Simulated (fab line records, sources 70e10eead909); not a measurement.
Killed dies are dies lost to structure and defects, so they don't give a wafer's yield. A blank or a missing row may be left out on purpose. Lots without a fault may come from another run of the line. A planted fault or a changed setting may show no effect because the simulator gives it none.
A struck lot beside a sound one | flow nand_harc | 13 steps out of a route of 1159
Sound: wafers L994.1, L994.4, L994.5. Struck: wafer L996.5. (L996.3, L996.6 of the same lot were not struck and are left out.) The cause comes at the end.
At each step with rows: each side's tool, then ch and its chambers, then its first start. Under that, the readings that differ: sound wafers | struck wafers | difference of the means | sigmas: that difference in standard deviations of wafers without a fault.
alike: readings whose means differ by less than 2 such deviations, and words and numbers that are the same on both sides. not compared: withheld readings, readings that some wafer has no value for, bounds like >300 that may hide the same value, and numbers for which the record gives no deviation and whose values overlap.
The two part at a step that has a row with sigmas, a row that says differs or no value, or rows on one side only. Numbers that don't overlap but have no deviation are shown without sigmas and don't part them. A reading that every wafer of one side lacks parts them only if that side has two wafers or more.

NHARC_A_WL_FILL_CVD_03: deposits W, target thk 40 nm, time 3302 s.
  sound on cvd_w-02 ch 0,1, day 19 10:38; struck on cvd_w-02 ch 0, day 20 06:29
  reading                | sound          | struck | difference | sigmas
  throttle_valve_pct (%) | 7.69 7.83 8.11 | 7.45   | -0.43      | -2
  alike: heater_power_outer_w, heater_power_w
then, 1 step without rows for these wafers: NHARC_A_WL_FILL_ETCHBACK_04 (etches the open film in NF3, target depth 60 nm, time 120 s).
NHARC_A_WL_FILL_ETCHBACK_05: etches the open film in Cl2/BCl3, target depth 22 nm, time 60 s.
  sound on rie_metal-02 ch 0,1, day 19 14:10; struck on rie_metal-02 ch 1, day 20 08:38
  alike: drypump_motor_current_A, oes_product_au, run_length_s
  not compared: rf_hours_counter_h
NHARC_A_WL_FILL_STRIP_27: strips in N2/H2, time 20 s.
  sound on plasma_asher-02 ch 0,1, day 19 14:21; struck on plasma_asher-02 ch 0, day 20 08:49
  alike: drypump_motor_current_A, heater_power_w
  not compared: rf_hours_counter_h
then, 4 steps without rows for these wafers: NHARC_A_WL_FILL_STRIP_28 (strips in post etch residue remover, time 1200 s); NHARC_A_WL_FILL_PRECLEAN_06 (cleans in DIW, time 300 s); NHARC_A_WL_FILL_SRD_07; NHARC_A_WL_FILL_ANNEAL_08 (time 1800 s).
NHARC_A_WL_FILL_ALD_10: deposits SiO2, target thk 50 nm, pulse time 10 s, ald cycles 500.
  sound on ald_hk-03 ch 1,2, day 19 20:07; struck on ald_hk-03 ch 1, day 20 12:53
  alike: heater_power_outer_w, heater_power_w, precursor_pulse_height_rel
NHARC_A_WL_FILL_ETCHBACK_16: etches the open film in C4F8/O2/Ar, target depth 88 nm, time 17.6 s.
  sound on rie_diel-08 ch 1,2,3; struck on rie_diel-06 ch 3
  alike: oes_product_au, rf_vpp_V, run_length_s
  not compared: rf_hours_counter_h
then, 1 step without rows for these wafers: NHARC_A_WL_FILL_STRIP_29 (strips in O2, time 20 s).
NHARC_A_WL_FILL_ETCHBACK_17: etches the open film in Cl2/BCl3, target depth 4 nm, time 26.7 s.
  sound on rie_metal-01 ch 0, day 20 00:26; struck on rie_metal-03 ch 0, day 20 16:13
  reading          | sound          | struck | difference | sigmas
  run_length_s (s) | 47.8 47.4 48.3 | 40.7   | -7.1       | -24
  alike: drypump_motor_current_A, oes_product_au
  not compared: rf_hours_counter_h
then, 1 step without rows for these wafers: NHARC_A_WL_FILL_PRECLEAN_18 (cleans in dHF, time 30 s).

WHERE THEY PART
First at NHARC_A_WL_FILL_CVD_03; last, within this record, at NHARC_A_WL_FILL_ETCHBACK_17.

WHY: what the simulator had put in
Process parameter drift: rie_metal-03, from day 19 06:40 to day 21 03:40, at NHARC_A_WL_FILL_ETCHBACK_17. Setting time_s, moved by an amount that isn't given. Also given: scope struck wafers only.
